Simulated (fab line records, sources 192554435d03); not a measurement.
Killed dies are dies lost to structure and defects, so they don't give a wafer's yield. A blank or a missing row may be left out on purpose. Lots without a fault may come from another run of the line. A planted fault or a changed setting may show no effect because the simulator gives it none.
Which tool did it? | flow n5_finfet | 13 lots, 32 wafers sampled, at 5 steps of a route of 1938

WHAT THE GAUGES READ, wafer by wafer
N5_BEOL_M9_THK_MEAS_53: measures by xrf. Usual: M9_THK 140 nm, standard deviation 3.3.
lot  | measured     | on            | M9_THK (nm) | flag
L843 | day 9 21:17  | film_metro-02 | 139 147     |
L844 | day 10 01:20 | film_metro-02 | 140 141 142 |
L848 | day 10 22:01 | film_metro-01 | 137 138 143 |
L851 | day 11 12:10 | film_metro-02 | 133 138 137 |
L854 | day 12 02:35 | film_metro-02 | 140 137     |
L855 | day 13 06:59 | film_metro-02 | 141 139 139 |
L857 | day 13 21:01 | film_metro-01 | 139 136 137 |
L860 | day 14 01:17 | film_metro-01 | 144 138     |
L859 | day 14 19:59 | film_metro-01 | 140 140 146 |
L862 | day 16 02:26 | film_metro-02 | 144 138 137 |
L865 | day 16 08:00 | film_metro-02 | 139 140     |
L866 | day 17 07:31 | film_metro-01 | 141 143     |
L864 | day 17 21:41 | film_metro-01 | 138         |

N5_BEOL_M10_INSPECT_13: inspects for defects (brightfield). Usual: raw_defect_count 394, standard deviation 86.
lot  | measured     | on                | raw_defect_count | flag
L843 | day 10 00:09 | defect_inspect-01 | 434 444          |
L844 | day 10 05:41 | defect_inspect-02 | 447 402 462      |
L848 | day 11 00:19 | defect_inspect-02 | 360 314 273      |
L851 | day 11 13:44 | defect_inspect-02 | 327 522 324      |
L854 | day 12 05:10 | defect_inspect-01 | 314 218          |
L855 | day 13 08:32 | defect_inspect-02 | 250 309 478      |
L857 | day 13 23:07 | defect_inspect-01 | 378 318 288      |
L860 | day 14 03:01 | defect_inspect-01 | 240 295          |
L859 | day 14 21:43 | defect_inspect-02 | 469 553 348      |
L862 | day 16 03:46 | defect_inspect-01 | 378 462 457      |
L865 | day 16 12:32 | defect_inspect-02 | 1888 1932        | OFF
L866 | day 17 09:15 | defect_inspect-02 | 2067 379         | OFF
L864 | day 17 23:15 | defect_inspect-02 | 1795             | OFF

WHICH TOOL RAN EACH LOT (tool, then ch and the chambers of the sampled wafers, then the start)
lot  | N5_BEOL_M9_DEGAS_44          | N5_BEOL_M9_CMP_52             | N5_BEOL_M10_PECVD_70
L843 | pvd_sputter-03, day 9 18:16  | cmp-02 ch 2,3, day 9 21:02    | pecvd-04 ch 0,2, day 9 22:07
L844 | pvd_sputter-01, day 9 23:55  | cmp-02 ch 0,1, day 10 01:02   | pecvd-01 ch 0,1, day 10 02:10
L848 | pvd_sputter-01, day 10 20:01 | cmp-02 ch 0,3, day 10 21:44   | pecvd-03 ch 1,2, day 10 22:51
L851 | pvd_sputter-01, day 11 10:38 | cmp-04 ch 1,2,3, day 11 11:52 | pecvd-03 ch 0,2, day 11 12:59
L854 | pvd_sputter-03, day 12 01:08 | cmp-04 ch 2,3, day 12 02:20   | pecvd-01 ch 0,2, day 12 03:25
L855 | pvd_sputter-03, day 13 03:57 | cmp-02 ch 0,1,3, day 13 06:44 | pecvd-03 ch 0,1,2, day 13 07:49
L857 | pvd_sputter-03, day 13 19:01 | cmp-04 ch 1,2,3, day 13 20:43 | pecvd-03 ch 0,2, day 13 21:50
L860 | pvd_sputter-02, day 13 23:13 | cmp-04 ch 1,3, day 14 01:02   | pecvd-01 ch 1, day 14 02:08
L859 | pvd_sputter-03, day 14 18:08 | cmp-02 ch 0,1,2, day 14 19:44 | pecvd-04 ch 0,2, day 14 20:49
L862 | pvd_sputter-02, day 16 00:50 | cmp-02 ch 0,2,3, day 16 02:15 | pecvd-04 ch 1,2, day 16 03:16
L865 | pvd_sputter-03, day 16 05:58 | cmp-04 ch 1, day 16 07:45     | pecvd-01 ch 1, day 16 08:50
L866 | pvd_sputter-02, day 17 04:52 | cmp-02 ch 0,2, day 17 07:20   | pecvd-01 ch 0,1, day 17 08:20
L864 | pvd_sputter-01, day 17 17:18 | cmp-04 ch 3, day 17 21:23     | pecvd-01 ch 1, day 17 22:31
- N5_BEOL_M9_DEGAS_44: time 60 s.
- N5_BEOL_M9_CMP_52: polishes, stops on SiCOH lowk, t overpolish 7 s, target thk 140 nm.
- N5_BEOL_M10_PECVD_70: deposits SiO2 from TEOS/O2, target thk 20 nm, time 22.7 s.

WHAT THE TOOLS THEMSELVES READ (means of the sampled wafers that have a number; where no wafer has one, the mark that the record gives instead)
N5_BEOL_M9_DEGAS_44. Usual: heater_power_w 336 W, standard deviation 29.
lot  | tool           | heater_power_w (W) | flag
L843 | pvd_sputter-03 | 362                |
L844 | pvd_sputter-01 | 320                |
L848 | pvd_sputter-01 | 317                |
L851 | pvd_sputter-01 | 318                |
L854 | pvd_sputter-03 | 364                |
L855 | pvd_sputter-03 | 345                |
L857 | pvd_sputter-03 | 352                |
L860 | pvd_sputter-02 | 316                |
L859 | pvd_sputter-03 | 343                |
L862 | pvd_sputter-02 | 325                |
L865 | pvd_sputter-03 | 394                |
L866 | pvd_sputter-02 | 333                |
L864 | pvd_sputter-01 | 320                |

N5_BEOL_M9_CMP_52. Usual: barrier_field_endpoint_s 29.2 s, standard deviation 0.74; head_pressure_psi 1.0003 psi, standard deviation 0.0022; motor_current_A 5.8 A, standard deviation 0.78; overpolish_run_s 7.000 s, standard deviation 0.0085; platen_rpm 50.00 rpm, standard deviation 0.032; retaining_ring_pressure_frac 1.000, standard deviation 0.0051; time_to_endpoint_s 67 s, standard deviation 3.1.
lot  | tool   | barrier_field_endpoint_s (s) | head_pressure_psi (psi) | motor_current_A (A) | overpolish_run_s (s) | platen_rpm (rpm) | retaining_ring_pressure_frac | time_to_endpoint_s (s) | flag
L843 | cmp-02 | 29.1                         | 0.9997                  | 6.5                 | 6.999                | 49.95            | 0.999                        | 68                     |
L844 | cmp-02 | 29.0                         | 1.0001                  | 6.5                 | 6.995                | 50.00            | 1.002                        | 71                     |
L848 | cmp-02 | 29.5                         | 1.0013                  | 6.6                 | 6.997                | 50.01            | 1.002                        | 69                     |
L851 | cmp-04 | 28.6                         | 0.9997                  | 5.5                 | 7.008                | 50.00            | 0.998                        | 67                     |
L854 | cmp-04 | 29.6                         | 1.0008                  | 5.7                 | 6.994                | 50.01            | 0.999                        | 66                     |
L855 | cmp-02 | 29.2                         | 1.0013                  | 6.3                 | 6.996                | 49.97            | 1.004                        | 68                     |
L857 | cmp-04 | 29.1                         | 0.9997                  | 5.9                 | 7.000                | 49.99            | 1.002                        | 64                     |
L860 | cmp-04 | 29.1                         | 0.9990                  | 5.5                 | 7.002                | 50.01            | 1.000                        | 66                     |
L859 | cmp-02 | 29.8                         | 0.9991                  | 6.3                 | 7.006                | 50.01            | 0.998                        | 69                     |
L862 | cmp-02 | 28.9                         | 1.0003                  | 6.4                 | 6.996                | 50.02            | 1.000                        | 65                     |
L865 | cmp-04 | 28.6                         | 0.9994                  | 5.9                 | 7.002                | 50.03            | 0.992                        | 68                     |
L866 | cmp-02 | 30.1                         | 1.0016                  | 6.3                 | 6.997                | 49.97            | 0.996                        | 72                     |
L864 | cmp-04 | 27.9                         | 0.9995                  | 4.8                 | 6.996                | 49.97            | 1.008                        | 64                     |

N5_BEOL_M10_PECVD_70. Usual: heater_power_outer_w 439 W, standard deviation 59; heater_power_w 712 W, standard deviation 95; showerhead_plenum_p_Torr 8.81 Torr, standard deviation 0.075; throttle_valve_pct 22.6 %, standard deviation 1.6.
lot  | tool     | heater_power_outer_w (W) | heater_power_w (W) | showerhead_plenum_p_Torr (Torr) | throttle_valve_pct (%) | flag
L843 | pecvd-04 | 468                      | 780                | 8.77                            | 23.5                   |
L844 | pecvd-01 | 393                      | 679                | 8.81                            | 21.8                   |
L848 | pecvd-03 | 408                      | 660                | 8.87                            | 22.3                   |
L851 | pecvd-03 | 387                      | 625                | 8.84                            | 21.2                   |
L854 | pecvd-01 | 468                      | 768                | 8.78                            | 21.8                   |
L855 | pecvd-03 | 398                      | 653                | 8.87                            | 22.7                   |
L857 | pecvd-03 | 377                      | 612                | 8.84                            | 21.3                   |
L860 | pecvd-01 | 413                      | 678                | 8.86                            | 21.2                   |
L859 | pecvd-04 | 436                      | 744                | 8.81                            | 23.4                   |
L862 | pecvd-04 | 386                      | 651                | 8.80                            | 22.9                   |
L865 | pecvd-01 | 404                      | 656                | 8.85                            | 21.4                   |
L866 | pecvd-01 | 446                      | 742                | 8.79                            | 22.1                   |
L864 | pecvd-01 | 395                      | 647                | 8.86                            | 21.4                   |

THE ANSWER, worked out from the rows above alone
Rule: a lot is off if the mean of its wafers that have a number lies more than 3 standard deviations from the usual mean. A lot without any number at a reading at which 4 lots or more have one is off too. The other lots that the step has rows for count as sound. The gauges are gone through in route order, then the tools' own readings, and for those a lot's mean is taken as printed above. The first step at which some lot is off is used, and at that step the reading that is off furthest; a lot without a number counts as furthest.
Off: L865, L866, L864, at N5_BEOL_M10_INSPECT_13 (raw_defect_count).
A tool fits if, at a process step before that reading, it ran every lot that is off, and no sound lot after the first of them. The gauges at N5_BEOL_M10_INSPECT_13 are tried like those tools. Can't be told from this: 2 tools fit, pecvd-01 at N5_BEOL_M10_PECVD_70, defect_inspect-02 at N5_BEOL_M10_INSPECT_13.

WHAT THE SIMULATOR HAD PUT IN
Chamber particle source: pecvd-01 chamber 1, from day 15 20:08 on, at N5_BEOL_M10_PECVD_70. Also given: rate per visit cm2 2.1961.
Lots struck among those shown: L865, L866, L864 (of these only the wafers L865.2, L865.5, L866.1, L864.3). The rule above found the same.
